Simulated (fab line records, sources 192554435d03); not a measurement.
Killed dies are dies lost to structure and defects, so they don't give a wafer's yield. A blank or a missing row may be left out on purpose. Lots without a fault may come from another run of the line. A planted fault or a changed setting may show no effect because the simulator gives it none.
Chamber matching | flow n5_finfet | N5_BEOL_M14_DEP_53 on pecvd-03: 3 sister chambers
The step deposits SiCN from 3MS/NH3, target thk 50 nm, time 17.8 s. 3 wafers are shown with their chamber, then 8 later ones without.

WAFERS WITH THEIR CHAMBER
wafer  | chamber | throttle_valve_pct (%)
L085.5 | 0       | 17.3
L085.6 | 1       | 17.6
L086.1 | 2       | 17.4

WAFERS WITHOUT THEIR CHAMBER
wafer  | throttle_valve_pct (%)
L086.5 | 17.4
L086.6 | 17.8
L090.2 | 17.7
L090.3 | 17.4
L090.6 | 17.2
L095.2 | 17.6
L095.4 | 17.4
L095.5 | 17.1

WHICH CHAMBER EACH WENT THROUGH
wafer  | from the rows above          | in truth
L086.5 | can't be placed: 2 or 0 or 1 | 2
L086.6 | can't be placed: 1 or 2      | 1
L090.2 | can't be placed: 1 or 2      | 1
L090.3 | can't be placed: 2 or 0 or 1 | 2
L090.6 | can't be placed: 0 or 2      | 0
L095.2 | can't be placed: 1 or 2      | 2
L095.4 | can't be placed: 2 or 0 or 1 | 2
L095.5 | can't be placed: 0 or 2      | 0
Placed correctly: 0 of 8. Can't be placed from these rows: 8 (the true chamber is among the candidates in 8). Placed wrongly: 0.
How it was worked out, from the rows above alone: a wafer's distance from a chamber is the root of the sum, over the readings, of the square of ((its reading less the chamber's mean) divided by the reading's scatter). The wafer belongs to the nearest chamber; if the next one is less than 2 further off, it can't be placed. A chamber's mean is the mean of its shown wafers. The scatter: with one shown wafer a chamber, the root of the mean of the squares of how far each hidden wafer lies from its nearest shown one.
